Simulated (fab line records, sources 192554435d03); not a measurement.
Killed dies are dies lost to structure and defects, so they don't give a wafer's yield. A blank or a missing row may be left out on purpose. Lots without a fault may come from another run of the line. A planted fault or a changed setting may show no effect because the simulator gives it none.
Problem report in the 8D (eight disciplines) form, filled by code | flow n5_finfet | the parts of the form that need people (team, actions taken, sign-off) are left out

1. THE PROBLEM
raw_defect_count at N5_BEOL_M6_INSPECT_58 reads a mean of 552 on 1 wafer of 1 lot; wafers without a fault read 69 with a standard deviation of 20. That is +24 standard deviations from the usual mean.
The step: inspects for defects (darkfield).
First seen on wafer L351.6, day 10 13:07, on defect_inspect-02. The record holds 25 wafers of 9 lots with a number at this step. Rule for "out", or "out of limits": more than 4 standard deviations from the usual mean. The other wafers with a number count as sound.

2. WHAT IT IS AND WHAT IT IS NOT
question                    | is                | is not
which readings at this step | raw_defect_count  | -
which lots                  | L351              | L344, L346, L352, L358, L361, L362, L365, L367
which wafers of those lots  | L351.6            | L351.2, L351.5
read on which gauges        | defect_inspect-02 | defect_inspect-01
when                        | from day 10 13:07 | up to then (7 sound wafers); but 17 sound wafers of L352, L358, L361, L362, L365, L367 came after

3. SUSPECTS, AND WHAT RULES EACH OUT
Counting: a tool at a process step up to the reading stays a suspect if it ran every lot that is out. Sound lots after the first of them don't rule it out here, since some wafers of a struck lot are sound.
- the gauge at N5_BEOL_M6_INSPECT_58: ruled out. All the wafers that are out were read on defect_inspect-02, but those of them that N5_BEOL_M7_INSPECT_30 has rows for are out there too, on other tools.
- rie_diel-05 at N5_BEOL_M6_ETCH_41 (etches SiCN in CH3F/O2, target depth 29.7 nm, time 52 s): kept. It ran the lot that is out, L351 (day 10 12:09); its last sound lot up to then is L344 (day 8 20:39). N5_BEOL_M6_ETCH_41 gives no start for some lots, so the hours and the order of its lots are those of N5_BEOL_M6_SPUTTER_48.
- rie_diel-05 at N5_BEOL_M6_STRIP_80 (strips in N2/H2, time 10 s): kept. It ran the lot that is out, L351 (day 10 12:09); its last sound lot up to then is L344 (day 8 20:39). N5_BEOL_M6_STRIP_80 gives no start for some lots, so the hours and the order of its lots are those of N5_BEOL_M6_SPUTTER_48.
- pvd_sputter-01 at N5_BEOL_M6_SPUTTER_48 (material Cu, target thk 10 nm, time 1.667 s): kept. It ran the lot that is out, L351 (day 10 12:09).
- pecvd-04 at N5_BEOL_M6_DEP_56 (deposits SiCN from 3MS/NH3, target thk 10 nm, time 17.5 s): kept. It ran the lot that is out, L351 (day 10 13:01); its last sound lot up to then is L346 (day 9 06:23).
- Within pecvd-04 at N5_BEOL_M6_DEP_56: the wafers that are out ran in chamber 1; their sound lot-mates ran in chamber 2.
Left after counting: rie_diel-05 at N5_BEOL_M6_ETCH_41, rie_diel-05 at N5_BEOL_M6_STRIP_80, pvd_sputter-01 at N5_BEOL_M6_SPUTTER_48, pecvd-04 at N5_BEOL_M6_DEP_56.

4. THE CAUSE (what the simulator had put in)
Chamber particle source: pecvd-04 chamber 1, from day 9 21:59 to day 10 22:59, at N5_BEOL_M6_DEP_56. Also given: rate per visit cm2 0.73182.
Counting left 4 suspects, and this tool is among them.

5. THE CHAIN OF EFFECTS, in route order
Each row: a reading whose mean over the struck wafers that have a number lies more than 3 standard deviations from the usual. Only readings for which the record gives a usual standard deviation are gone through. hours: the time from each lot's start at the first step in this table that gives one to its start at this step, as a median over the lots. sigmas: the change in usual standard deviations.
hours | step                    | reading              | usual  | on struck wafers | change | sigmas
0     | N5_BEOL_M6_INSPECT_58   | raw_defect_count     | 69     | 552              | +483   | +24
3     | N5_BEOL_M7_INSPECT_13   | raw_defect_count     | 420    | 919              | +499   | +5.1
5     | N5_BEOL_M7_INSPECT_30   | raw_defect_count     | 422    | 906              | +484   | +5.4
74    | N5_PASSIVATION_PROBE_49 | defect_limited_yield | 91.3 % | 85.5             | -5.8   | -3.4
74    | N5_PASSIVATION_PROBE_49 | killed_at_M4_up      | 14     | 95               | +81    | +13
74    | N5_PASSIVATION_PROBE_49 | killed_dies          | 103    | 171              | +68    | +3.4
74    | N5_PASSIVATION_PROBE_49 | sort_n_pass          | 1077   | 1009             | -68    | -3.2
74    | N5_PASSIVATION_PROBE_49 | sort_yield_pct       | 91.2 % | 85.5             | -5.7   | -3.4
The process steps in it:
- N5_PASSIVATION_PROBE_49

6. WHAT WOULD HAVE CAUGHT IT SOONER
In this record the first reading out of limits at a measuring or inspecting step was taken at day 10 13:07, 15 hours after the fault began at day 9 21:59.
Of the tool readings at N5_BEOL_M6_DEP_56 for which the record gives a usual standard deviation, none was out on any struck wafer, so an alarm limit of 4 standard deviations on them would not have fired.
All the lots that are out (1) had begun N5_BEOL_M6_DEP_56 on pecvd-04 by day 10 13:07. A hold on the tool at that time would have spared none of them.
